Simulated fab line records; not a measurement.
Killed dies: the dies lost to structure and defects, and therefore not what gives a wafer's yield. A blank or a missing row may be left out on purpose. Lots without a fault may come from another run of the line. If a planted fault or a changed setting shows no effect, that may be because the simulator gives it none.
Which tool did it? | flow nand_harc | 15 lots with 45 wafers sampled at 4 steps, on a route of 1159 steps

## WHAT EACH GAUGE READ, for each wafer
The record lacks any reading of a measuring or inspecting step that a usual standard deviation could be used to judge.

## TOOL THAT RAN EACH LOT (tool first, then ch and the chambers of the sampled wafers, then the start)
lot  | NHARC_A_STAIRCASE_DESCUM_168       | NHARC_A_STAIRCASE_ETCH_170                    | NHARC_A_STAIRCASE_DEVELOP_08      | NHARC_A_STAIRCASE_ETCH_17
L116 | rie_diel-08 ch 1,2,3, day 10 16:33 | rie_diel-08 ch 0,2, day 10 17:00 or earlier   | litho_track-07 ch 0, day 10 17:00 | rie_diel-02 ch 2,3, no start
L117 | rie_diel-07 ch 1,2,3, day 11 07:28 | rie_diel-07 ch 0,2,3, day 11 09:00 or earlier | litho_track-02 ch 0, day 11 09:00 | rie_diel-07 ch 1,2, no start
L118 | rie_diel-02 ch 0,1,3, day 11 15:51 | rie_diel-02 ch 0,1, day 11 17:00 or earlier   | litho_track-05 ch 0, day 11 17:00 | rie_diel-02 ch 0,1,3, no start
L120 | rie_diel-08 ch 0,2,3, day 12 02:13 | rie_diel-08 ch 0,2, day 12 03:00 or earlier   | litho_track-05, day 12 03:00      | rie_diel-08 ch 1,2,3, no start
L123 | rie_diel-02 ch 0,1,3, day 12 06:17 | rie_diel-02 ch 0,1, day 12 07:00 or earlier   | litho_track-02, day 12 07:00      | rie_diel-08 ch 0,3, no start
L125 | rie_diel-07 ch 2,3, day 12 16:17   | rie_diel-07 ch 1,2,3, day 12 18:00 or earlier | litho_track-02, day 12 18:00      | rie_diel-08 ch 0,1,3, no start
L128 | rie_diel-02 ch 0,2,3, day 13 21:20 | rie_diel-02 ch 0,1,2, day 13 22:00 or earlier | litho_track-05 ch 0, day 13 22:00 | rie_diel-08 ch 0,1,2, no start
L129 | rie_diel-02 ch 1,2, day 13 21:31   | rie_diel-02 ch 0,3, day 13 22:00 or earlier   | litho_track-02 ch 0, day 13 22:00 | rie_diel-08 ch 1,3, no start
L132 | rie_diel-02 ch 2,3, day 14 10:40   | rie_diel-02 ch 0,2, day 14 12:00 or earlier   | litho_track-07 ch 0, day 14 12:00 | rie_diel-07 ch 0,2,3, no start
L131 | rie_diel-02 ch 1,2, day 14 10:50   | rie_diel-02 ch 2,3, day 14 12:00 or earlier   | litho_track-02 ch 0, day 14 12:00 | rie_diel-08 ch 0,3, no start
L133 | rie_diel-08 ch 1,2, day 14 21:58   | rie_diel-08 ch 1,2, day 14 23:00 or earlier   | litho_track-05 ch 0, day 14 23:00 | rie_diel-07 ch 0,1,3, no start
L135 | rie_diel-02 ch 0,1,2, day 15 08:41 | rie_diel-02 ch 1,2,3, day 15 10:00 or earlier | litho_track-07 ch 0, day 15 10:00 | rie_diel-02 ch 0,1,3, no start
L136 | rie_diel-02 ch 0,1,3, day 15 16:53 | rie_diel-02 ch 0,1, day 15 18:00 or earlier   | litho_track-02 ch 0, day 15 18:00 | rie_diel-07 ch 0,2,3, no start
L137 | rie_diel-02 ch 0,1,2, day 15 20:39 | rie_diel-02 ch 1,2, day 15 22:00 or earlier   | litho_track-05 ch 0, day 15 22:00 | rie_diel-07 ch 2,3, no start
L138 | rie_diel-07 ch 0,1,3, day 16 03:32 | rie_diel-07 ch 1,2,3, day 16 05:00 or earlier | litho_track-05 ch 0, day 16 05:00 | rie_diel-02 ch 0,1,2, no start
- NHARC_A_STAIRCASE_DESCUM_168: chemistry O2, time 3 s.
- NHARC_A_STAIRCASE_ETCH_170: etches the open film in C4F6/O2, target depth 200 nm, time 66.667 s.
- NHARC_A_STAIRCASE_DEVELOP_08: time 140 s.
- NHARC_A_STAIRCASE_ETCH_17: etches the open film in C4F8/O2, target depth 100 nm, time 40.5 s.

## WHAT THE TOOLS THEMSELVES READ (means of the sampled wafers that have a number; where no wafer has one, the mark that the record gives instead)
NHARC_A_STAIRCASE_DESCUM_168.
lot  | tool        | drypump_motor_current_A (A) | oes_product_au (a.u.) | rf_vpp_V (V) | showerhead_plenum_p_Torr (Torr) | throttle_valve_pct (%)
L116 | rie_diel-08 | 6.4                         | 1.006                 | 57.9         | 1.92                            | 11.313
L117 | rie_diel-07 | 5.2                         | 1.002                 | 57.9         | 1.89                            | 11.300
L118 | rie_diel-02 | 5.4                         | 1.004                 | 57.9         | 1.94                            | 11.316
L120 | rie_diel-08 | 6.2                         | 1.005                 | 58.0         | 1.92                            | 11.314
L123 | rie_diel-02 | 5.4                         | 0.990                 | 58.0         | 1.93                            | 11.323
L125 | rie_diel-07 | 5.6                         | 1.002                 | 57.8         | 1.84                            | 11.320
L128 | rie_diel-02 | 5.8                         | 0.995                 | 58.3         | 1.92                            | 11.305
L129 | rie_diel-02 | 5.6                         | 1.001                 | 58.1         | 1.96                            | 11.318
L132 | rie_diel-02 | 6.0                         | 1.002                 | 58.1         | 1.88                            | 11.307
L131 | rie_diel-02 | 6.0                         | 1.001                 | 58.6         | 1.94                            | 11.314
L133 | rie_diel-08 | 6.3                         | 0.999                 | 57.4         | 1.85                            | 11.307
L135 | rie_diel-02 | 5.7                         | 0.997                 | 59.2         | 1.98                            | 11.310
L136 | rie_diel-02 | 5.4                         | 1.002                 | 58.1         | 2.03                            | 11.311
L137 | rie_diel-02 | 5.7                         | 0.993                 | 57.8         | 1.98                            | 11.318
L138 | rie_diel-07 | 5.1                         | 1.002                 | 58.0         | 1.93                            | 11.308

NHARC_A_STAIRCASE_ETCH_170.
lot  | tool        | drypump_motor_current_A (A) | oes_product_au (a.u.) | rf_vpp_V (V) | showerhead_plenum_p_Torr (Torr) | throttle_valve_pct (%)
L116 | rie_diel-08 | 6.1                         | 0.954                 | 548          | 3.95                            | 26.903
L117 | rie_diel-07 | 5.2                         | 0.971                 | 548          | 3.97                            | 26.904
L118 | rie_diel-02 | 5.6                         | 0.963                 | 551          | 4.15                            | 26.900
L120 | rie_diel-08 | 6.2                         | 0.972                 | 545          | 3.82                            | 26.906
L123 | rie_diel-02 | 5.5                         | 0.969                 | 549          | 4.09                            | 26.907
L125 | rie_diel-07 | 5.2                         | 0.968                 | 546          | 3.88                            | 26.906
L128 | rie_diel-02 | 5.8                         | 0.953                 | 549          | 4.06                            | 26.903
L129 | rie_diel-02 | 5.5                         | 0.950                 | 545          | 3.84                            | 26.904
L132 | rie_diel-02 | 5.9                         | 0.985                 | 550          | 4.11                            | 26.908
L131 | rie_diel-02 | 5.7                         | 0.956                 | 543          | 3.75                            | 26.903
L133 | rie_diel-08 | 6.3                         | 0.980                 | 545          | 3.79                            | 26.908
L135 | rie_diel-02 | 5.6                         | 0.970                 | 550          | 4.07                            | 26.901
L136 | rie_diel-02 | 5.6                         | 0.963                 | 551          | 4.12                            | 26.908
L137 | rie_diel-02 | 6.0                         | 0.974                 | 548          | 3.97                            | 26.902
L138 | rie_diel-07 | 5.2                         | 0.971                 | 546          | 3.86                            | 26.910

NHARC_A_STAIRCASE_DEVELOP_08.
lot  | tool           | chill_plate_temp_C (C) | exhaust_pa (Pa)
L116 | litho_track-07 | 23.01                  | 44.8
L117 | litho_track-02 | 23.13                  | 44.1
L118 | litho_track-05 | 22.95                  | 45.2
L120 | litho_track-05 | -                      | -
L123 | litho_track-02 | -                      | -
L125 | litho_track-02 | -                      | -
L128 | litho_track-05 | 22.92                  | 45.0
L129 | litho_track-02 | 23.10                  | 44.9
L132 | litho_track-07 | 23.05                  | 45.4
L131 | litho_track-02 | 22.99                  | 45.4
L133 | litho_track-05 | 23.01                  | 45.5
L135 | litho_track-07 | 22.91                  | 45.5
L136 | litho_track-02 | 23.08                  | 44.9
L137 | litho_track-05 | 22.97                  | 44.5
L138 | litho_track-05 | 22.95                  | 44.5

NHARC_A_STAIRCASE_ETCH_17.
lot  | tool        | oes_product_au (a.u.) | rf_vpp_V (V)
L116 | rie_diel-02 | 0.933                 | 890
L117 | rie_diel-07 | 0.936                 | 898
L118 | rie_diel-02 | 0.938                 | 897
L120 | rie_diel-08 | 0.954                 | 896
L123 | rie_diel-08 | 0.935                 | 900
L125 | rie_diel-08 | 0.941                 | 900
L128 | rie_diel-08 | 0.941                 | 896
L129 | rie_diel-08 | 0.936                 | 898
L132 | rie_diel-07 | 0.943                 | 897
L131 | rie_diel-08 | 0.940                 | 901
L133 | rie_diel-07 | 0.940                 | 896
L135 | rie_diel-02 | 0.941                 | 903
L136 | rie_diel-07 | 0.943                 | 896
L137 | rie_diel-07 | 0.944                 | 893
L138 | rie_diel-02 | 0.931                 | 900

## THE ANSWER, worked out from the rows above alone
Rule: what is usual is taken from the lots themselves. The widest of any qualifying gaps counts: lots, ordered by their means at a reading, are off when they make up no more than a third of the lots, leave a main group of 4 or more, and stand apart from it by 3 or more times the standard deviation of that group's means. If all means in a main group match to the digits the tables above print for the reading, that group is not used. A lot without any number at a reading at which 4 lots or more have one is off too. Any other lot the step has rows for is counted as sound. First the gauges in route order, then the tools' own readings, where a lot's mean is used as printed above. The first step at which some lot is off is used, and at that step the reading that is off furthest; a lot without a number counts as furthest.
Off: L120, L123, L125, at NHARC_A_STAIRCASE_DEVELOP_08 (chill_plate_temp_C). Without a number there: L120, L123, L125. For the main group the mean is 23.01 C and the standard deviation 0.068.
If a tool, at that step or one of the process steps before it, ran each lot that is off and ran no sound lot following the first of them, it fits. With no start given for some of its lots, NHARC_A_STAIRCASE_ETCH_170 uses the hours and lot order of NHARC_A_STAIRCASE_DEVELOP_08. No candidate that was tried fits.

## WHAT WAS PUT IN BY THE SIMULATOR
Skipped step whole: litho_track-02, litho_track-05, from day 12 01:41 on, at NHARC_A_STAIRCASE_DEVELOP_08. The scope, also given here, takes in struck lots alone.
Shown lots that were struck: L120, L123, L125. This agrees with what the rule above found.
